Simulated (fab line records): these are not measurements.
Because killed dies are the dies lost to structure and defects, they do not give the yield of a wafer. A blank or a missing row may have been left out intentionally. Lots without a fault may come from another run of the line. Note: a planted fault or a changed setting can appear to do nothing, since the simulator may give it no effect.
Chamber matching + flow n5Finfet + 3 sister chambers for N5_BEOL_M9_DEP_56 on pecvd-01
The step deposits SiCN from 3MS/NH3, target thk 15 nm, time 26.5 s. 22 wafers are shown with their chamber, then 11 later ones without.

WAFERS PAIRED WITH THEIR CHAMBERS
| wafer  | chamber | showerheadPlenumPTorr (Torr) | throttleValvePct (%) |
|--------|---------|------------------------------|----------------------|
| L075.3 | 1       | 3.677                        | 9.2                  |
| L075.5 | 1       | 3.668                        | 8.9                  |
| L075.6 | 0       | 3.670                        | 8.7                  |
| L078.1 | 2       | 3.659                        | 8.9                  |
| L078.3 | 1       | 3.672                        | 9.3                  |
| L078.5 | 0       | 3.665                        | 8.8                  |
| L077.3 | 0       | 3.664                        | 8.9                  |
| L077.4 | 2       | 3.650                        | 8.9                  |
| L077.6 | 0       | 3.675                        | 9.0                  |
| L081.1 | 0       | 3.672                        | 8.9                  |
| L081.2 | 1       | 3.668                        | 8.8                  |
| L081.6 | 0       | 3.667                        | 8.7                  |
| L085.1 | 2       | 3.657                        | 9.0                  |
| L085.4 | 2       | 3.661                        | 8.7                  |
| L085.5 | 0       | 3.670                        | 8.9                  |
| L087.2 | 2       | 3.660                        | 9.0                  |
| L087.4 | 0       | 3.672                        | 8.8                  |
| L087.5 | 2       | 3.657                        | 9.1                  |
| L089.2 | 0       | 3.658                        | 8.9                  |
| L089.4 | 0       | 3.668                        | 9.0                  |
| L089.5 | 1       | 3.665                        | 9.1                  |
| L091.2 | 1       | 3.669                        | 9.2                  |

SIGNATURES (averages over the wafers above)
| reading               | chamber 0 | chamber 1 | chamber 2 | scatter within a chamber |
|-----------------------|-----------|-----------|-----------|--------------------------|
| showerheadPlenumPTorr | 3.66810   | 3.66983   | 3.65733   | 0.00447                  |
| throttleValvePct      | 8.860     | 9.083     | 8.933     | 0.142                    |
Rule: for a wafer and a chamber, the distance is found by dividing, reading by reading, the gap between the wafer's reading and the chamber's mean by the reading's scatter, squaring, summing and taking the root. If the next closest chamber is less than 2 further off than the closest, the wafer can't be placed; otherwise it belongs to the closest. How the scatter is found: for the shown wafers, subtract from each reading the mean of its chamber, square and add these, divide the total by (wafers less chambers), then take the root.

WAFERS WITHOUT THEIR CHAMBER
| wafer  | showerheadPlenumPTorr (Torr) | throttleValvePct (%) |
|--------|------------------------------|----------------------|
| L091.3 | 3.667                        | 8.7                  |
| L091.5 | 3.668                        | 9.0                  |
| L093.1 | 3.665                        | 9.0                  |
| L093.2 | 3.663                        | 9.2                  |
| L093.3 | 3.668                        | 8.7                  |
| L092.2 | 3.653                        | 9.0                  |
| L092.4 | 3.660                        | 8.7                  |
| L092.6 | 3.652                        | 9.0                  |
| L097.2 | 3.669                        | 8.9                  |
| L097.4 | 3.663                        | 9.0                  |
| L097.6 | 3.676                        | 9.1                  |

THE CHAMBER EACH PASSED THROUGH
| wafer  | from the rows above          | in truth |
|--------|------------------------------|----------|
| L091.3 | can't be placed: 0 or 2 or 1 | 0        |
| L091.5 | can't be placed: 1 or 0 or 2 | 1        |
| L093.1 | can't be placed: 0 or 1 or 2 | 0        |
| L093.2 | can't be placed: 1 or 2 or 0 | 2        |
| L093.3 | can't be placed: 0 or 1 or 2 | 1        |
| L092.2 | 2                            | 2        |
| L092.4 | can't be placed: 2 or 0 or 1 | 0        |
| L092.6 | 2                            | 2        |
| L097.2 | can't be placed: 0 or 1      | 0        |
| L097.4 | can't be placed: 2 or 0 or 1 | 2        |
| L097.6 | can't be placed: 1 or 0      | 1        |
Correctly placed: 2 of 11. Not placeable from these rows: 9 (in 9, the candidates include the true chamber). 0 placed wrongly.
